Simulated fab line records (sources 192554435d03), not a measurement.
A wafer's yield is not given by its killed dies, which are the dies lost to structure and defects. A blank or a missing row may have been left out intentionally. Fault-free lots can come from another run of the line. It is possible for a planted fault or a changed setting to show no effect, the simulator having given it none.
Matching of chambers ; flow n5-finfet ; 4 sister chambers for N5_DUMMY_GATE_ETCH_29 on rie-diel-06
The step etches underlayer in N2/H2, target depth 13 nm. 8 wafers are shown with their chamber, then 11 later ones without.

WAFERS WITH THEIR CHAMBER
wafer;chamber;drypump-motor-current-A (A);showerhead-plenum-p-Torr (Torr)
L081.3;1;5.0;2.51
L081.6;2;5.0;2.51
L084.1;1;5.1;2.51
L084.3;2;5.0;2.50
L084.6;3;5.7;2.67
L086.1;3;5.7;2.67
L086.4;0;6.3;2.42
L087.3;0;6.2;2.42

WAFERS WHOSE CHAMBER IS MISSING
wafer;drypump-motor-current-A (A);showerhead-plenum-p-Torr (Torr)
L087.4;5.1;2.51
L087.5;5.0;2.50
L089.1;5.7;2.66
L089.3;5.0;2.50
L089.6;5.0;2.50
L093.2;4.9;2.50
L093.4;5.0;2.51
L093.6;5.7;2.66
L097.1;5.7;2.66
L097.3;6.3;2.41
L097.6;5.7;2.66

CHAMBER TAKEN BY EACH
wafer;from the rows above;in truth
L087.4;can't be placed: 1 or 2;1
L087.5;can't be placed: 2 or 1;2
L089.1;3;3
L089.3;can't be placed: 2 or 1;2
L089.6;can't be placed: 2 or 1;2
L093.2;can't be placed: 2 or 1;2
L093.4;can't be placed: 1 or 2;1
L093.6;3;3
L097.1;3;3
L097.3;0;0
L097.6;3;3
5 of 11 placed correctly. Cannot be placed on the basis of these rows: 6; the candidates contain the true chamber in 6. Wrongly placed: 0.
How it was worked out, from the rows above alone: a wafer's distance from a chamber is the root of the sum, over the readings, of the square of ((its reading less the chamber's mean) divided by the reading's scatter). The wafer belongs to the nearest chamber; if the next one is less than 2 further off, it can't be placed. A chamber's mean is the mean of its shown wafers. The scatter: take each reading less its chamber's mean, square it, sum over the shown wafers, divide by the number of wafers less the number of chambers, and take the root.
